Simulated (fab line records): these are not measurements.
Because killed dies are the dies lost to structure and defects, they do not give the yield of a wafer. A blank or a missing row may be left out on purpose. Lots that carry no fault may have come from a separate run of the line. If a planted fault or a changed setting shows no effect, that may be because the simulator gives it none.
What tool caused it?    flow nand_harc    20 wafers from 7 lots sampled at 2 of the route's 1302 steps

## WHAT THE GAUGES READ, wafer by wafer
NHARC_A_ONON_D2_THK_MEAS_24: measures by ellipsometry.
lot   measured      on             thk_nm (nm)
L967  day 13 17:34  film_metro-01  1010 1012 1010
L972  day 15 03:47  film_metro-01  1004 1003 1003
L973  day 15 22:49  film_metro-01  990 992 992
L975  day 16 16:32  film_metro-01  989 989 989
L976  day 17 13:49  film_metro-02  993 993 993
L981  day 19 07:56  film_metro-02  999 1000 999
L987  day 21 14:43  film_metro-01  1001 662

## WHICH TOOL RAN EACH LOT (tool, then ch and the chambers of the sampled wafers, then the start)
lot   NHARC_A_ONON_D2_DEP_22
L967  pecvd_onon-01 ch 0, day 13 17:06
L972  pecvd_onon-01 ch 0, day 15 03:16
L973  pecvd_onon-02 ch 0, day 15 22:21
L975  pecvd_onon-03 ch 0, day 16 16:02
L976  pecvd_onon-03 ch 0, day 17 13:18
L981  pecvd_onon-01 ch 0, day 19 07:32
L987  pecvd_onon-03 ch 0, day 21 14:19
- NHARC_A_ONON_D2_DEP_22: target thk 1000 nm.

## THE ANSWER, worked out from the rows above alone
Rule: the lots themselves supply what counts as usual. Put in order of their means at a reading, lots are off if they are a third of the lots or fewer, leave a main group of 4 or more, and stand apart from it by a gap of 3 or more times the standard deviation of the main group's means; of several such gaps the widest counts. Not used: any main group whose means are identical at the precision the tables above print for the reading. A lot without any number at a reading at which 4 lots or more have one is off too. Where the step has rows for the other lots, those lots are counted as sound.
Off: L987, at NHARC_A_ONON_D2_THK_MEAS_24 (thk_nm). The main group: mean 998 nm, standard deviation 7.5.
A tool fits if, at a process step before that reading, it ran every lot that is off, and no sound lot after the first of them. Gauges at NHARC_A_ONON_D2_THK_MEAS_24: tried the same way as those tools. This does not decide it: 2 tools fit, namely pecvd_onon-03 at NHARC_A_ONON_D2_DEP_22 and film_metro-01 at NHARC_A_ONON_D2_THK_MEAS_24.

## WHAT THE SIMULATOR HAD INSERTED
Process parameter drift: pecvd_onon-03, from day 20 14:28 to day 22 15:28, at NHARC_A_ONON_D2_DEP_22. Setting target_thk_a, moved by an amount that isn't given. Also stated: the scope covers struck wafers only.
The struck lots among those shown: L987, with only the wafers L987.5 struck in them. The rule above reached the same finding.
